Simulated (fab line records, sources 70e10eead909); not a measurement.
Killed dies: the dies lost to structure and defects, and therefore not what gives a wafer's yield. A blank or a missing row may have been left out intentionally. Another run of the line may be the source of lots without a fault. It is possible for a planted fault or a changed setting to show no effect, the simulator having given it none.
Which of the tools did it? ; flow nandHarc ; 13 lots, 39 wafers sampled, at 5 steps of a route of 1302

== WHAT THE GAUGES SHOWED, per wafer ==
NHARC_THIN_TSV_CD_MEAS_12: target cd 1000 nm. Usual: cdNm at 1001.3 nm, with a standard deviation of 2.7.
lot;measured;on;cdNm (nm);flag
L825;day 25 03:43;cdSem-03;998.7 1005.4 1001.6;
L827;day 25 02:32;cdSem-03;1002.7 1002.1 1002.7;
L826;day 25 06:07;cdSem-02;999.4 999.4 999.8;
L830;day 26 13:34;cdSem-02;1002.2 998.1 1003.8;
L828;day 26 14:46;cdSem-03;1001.7 997.4 1002.8;
L831;day 26 17:06;cdSem-03;1005.6 1001.9 1004.2;
L832;day 27 00:01;cdSem-03;998.8 1000.6 999.8;
L835;day 28 00:12;cdSem-02;997.4 1002.1 1005.8;
L836;day 28 09:47;cdSem-02;1000.2 996.8;
L845;day 32 15:11;cdSem-02;998.1 996.3 1003.6;
L846;day 32 16:17;cdSem-02;998.1 1003.5 1001.7;
L848;day 32 20:28;cdSem-02;1003.4 1002.7 1001.9;
L847;day 32 21:33;cdSem-03;998.9 998.8 996.2;

NHARC_END_SORT_01. Usual: for defectLimitedYield, 91 % with a standard deviation of 3.1; for killedAtArray, 59 with a standard deviation of 21; for killedAtOther, 1.0 with a standard deviation of 1.1; for killedAtPeriphery, 4.0 with a standard deviation of 2.6; for killedDies, 64 with a standard deviation of 21; for killedOpen, 3.2 with a standard deviation of 1.7; for killedShort, 2.5 with a standard deviation of 1.5.
lot;measured;on;defectLimitedYield (%);killedAtArray;killedAtOther;killedAtPeriphery;killedDies;killedOpen;killedShort;flag
L836;day 29 01:24;prober-01;95 94 0;33 35 675;1 1 0;3 3 2;37 39 677;4 4 4;3 1 2;OFF

== WHAT TOOL EACH LOT RAN ON (gives the tool, then ch and the chambers of the sampled wafers, and finally the start) ==
lot;NHARC_A_M1_PVD_21;NHARC_THIN_TSV_STRIP_45;NHARC_THIN_TSV_ETCH_36
L825;pvdSputter-03, day 23 12:44;plasmaAsher-02 ch 0,1, day 25 04:48;rieMetal-02 ch 0,1, day 25 10:13
L827;pvdSputter-03, day 23 13:56;plasmaAsher-02 ch 0,1, day 25 03:34;rieMetal-01 ch 0,1, day 25 09:01
L826;pvdSputter-01, day 23 19:01;plasmaAsher-01 ch 0,1, day 25 07:09;rieMetal-01 ch 0,1, day 25 12:39
L830;pvdSputter-03, day 25 18:01;plasmaAsher-02 ch 0,1, day 26 14:38;rieMetal-01 ch 0,1, day 26 19:58
L828;pvdSputter-03, day 25 22:01;plasmaAsher-02 ch 0,1, day 26 15:51;rieMetal-03 ch 0,1, day 26 21:05
L831;pvdSputter-01, day 25 22:47;plasmaAsher-01 ch 0,1, day 26 18:13;rieMetal-01 ch 0,1, day 26 23:34
L832;pvdSputter-02, day 26 05:26;plasmaAsher-02 ch 0,1, day 27 01:10;rieMetal-03 ch 0,1, day 27 06:28
L835;pvdSputter-03, day 27 04:05;plasmaAsher-02 ch 0,1, day 28 01:16;rieMetal-03 ch 0,1, day 28 06:52
L836;pvdSputter-01, day 27 14:31;plasmaAsher-02 ch 0,1, day 28 10:49;rieMetal-02 ch 0, day 28 16:18
L845;pvdSputter-02, day 31 13:27;plasmaAsher-02 ch 0,1, day 32 16:13;rieMetal-01 ch 0,1, day 32 21:41
L846;pvdSputter-01, day 31 14:56;plasmaAsher-01 ch 0,1, day 32 17:29;rieMetal-01 ch 0,1, day 32 22:45
L848;pvdSputter-01, day 32 01:50;plasmaAsher-02 ch 0,1, day 32 21:41;rieMetal-03 ch 0,1, day 33 03:05
L847;pvdSputter-03, day 32 03:39;plasmaAsher-02 ch 0,1, day 32 22:36;rieMetal-01 ch 0,1, day 33 04:01
- NHARC_A_M1_PVD_21: deposits Cu, target thk 30 nm, time 20.49 s.
- NHARC_THIN_TSV_STRIP_45: strips in O2.
- NHARC_THIN_TSV_ETCH_36: etches the open film in Cl2/BCl3, target depth 65 nm, time 18.571 s.

== WHAT THE TOOLS THEMSELVES READ (means of the sampled wafers that have a number; where no wafer has one, the mark that the record gives instead) ==
NHARC_A_M1_PVD_21. Usual: throttleValvePct at 30.4 %, with a standard deviation of 1.4.
lot;tool;throttleValvePct (%);flag
L825;pvdSputter-03;30.5;
L827;pvdSputter-03;29.7;
L826;pvdSputter-01;31.0;
L830;pvdSputter-03;29.7;
L828;pvdSputter-03;29.3;
L831;pvdSputter-01;31.3;
L832;pvdSputter-02;29.2;
L835;pvdSputter-03;29.7;
L836;pvdSputter-01;31.1;
L845;pvdSputter-02;30.3;
L846;pvdSputter-01;31.2;
L848;pvdSputter-01;31.8;
L847;pvdSputter-03;30.3;

NHARC_THIN_TSV_STRIP_45. Usual: drypumpMotorCurrentA 5.89 A, standard deviation 0.23; heaterPowerW 297 W, standard deviation 29; rfReflPowerW 19.9 W, standard deviation 2.6.
lot;tool;drypumpMotorCurrentA (A);heaterPowerW (W);rfReflPowerW (W);flag
L825;plasmaAsher-02;5.87;288;-;OFF
L827;plasmaAsher-02;6.03;283;21.1;
L826;plasmaAsher-01;5.69;337;16.9;
L830;plasmaAsher-02;6.04;282;-;OFF
L828;plasmaAsher-02;5.89;282;-;OFF
L831;plasmaAsher-01;5.82;315;17.9;
L832;plasmaAsher-02;6.06;280;21.6;
L835;plasmaAsher-02;5.89;290;21.8;
L836;plasmaAsher-02;5.96;282;21.6;
L845;plasmaAsher-02;5.90;288;-;OFF
L846;plasmaAsher-01;5.69;328;-;OFF
L848;plasmaAsher-02;5.90;290;22.0;
L847;plasmaAsher-02;5.89;284;-;OFF

NHARC_THIN_TSV_ETCH_36. Usual: drypumpMotorCurrentA 5.51 A, standard deviation 0.29; oesProductAu 0.998 a.u., standard deviation 0.014.
lot;tool;drypumpMotorCurrentA (A);oesProductAu (a.u.);flag
L825;rieMetal-02;5.61;1.011;
L827;rieMetal-01;5.52;0.981;
L826;rieMetal-01;5.52;0.984;
L830;rieMetal-01;5.54;0.992;
L828;rieMetal-03;5.47;0.988;
L831;rieMetal-01;5.33;0.987;
L832;rieMetal-03;5.34;0.995;
L835;rieMetal-03;5.33;0.986;
L836;rieMetal-02;5.95;1.018;
L845;rieMetal-01;5.51;0.999;
L846;rieMetal-01;5.34;0.994;
L848;rieMetal-03;5.35;1.001;
L847;rieMetal-01;5.35;0.999;

== THE ANSWER, worked out from the rows above alone ==
Rule: a lot counts as off when the mean over its wafers that have a number is more than 3 standard deviations away from the usual mean. Also off: a lot with no number at a reading for which 4 or more lots have one. All remaining lots with rows at the step are treated as sound. After the gauges, taken in route order, come the tools' own readings; for these a lot's mean is taken, as printed above. The first step at which some lot is off is used, and at that step the reading that is off furthest; a lot without a number counts as furthest.
Off: L836, at NHARC_END_SORT_01 (defectLimitedYield). Neither off nor sound, because the step has no rows for them: L825, L827, L826, L830, L828, L831, L832, L835, L845, L846, L848, L847.
A tool fits if, at a process step before that reading, it ran every lot that is off, and no sound lot after the first of them. Those tools and the gauges at NHARC_END_SORT_01 are tried in the same way. Can't be told from this: 4 tools fit, pvdSputter-01 at NHARC_A_M1_PVD_21, plasmaAsher-02 at NHARC_THIN_TSV_STRIP_45, rieMetal-02 at NHARC_THIN_TSV_ETCH_36, prober-01 at NHARC_END_SORT_01.

== WHAT HAD BEEN PUT IN BY THE SIMULATOR ==
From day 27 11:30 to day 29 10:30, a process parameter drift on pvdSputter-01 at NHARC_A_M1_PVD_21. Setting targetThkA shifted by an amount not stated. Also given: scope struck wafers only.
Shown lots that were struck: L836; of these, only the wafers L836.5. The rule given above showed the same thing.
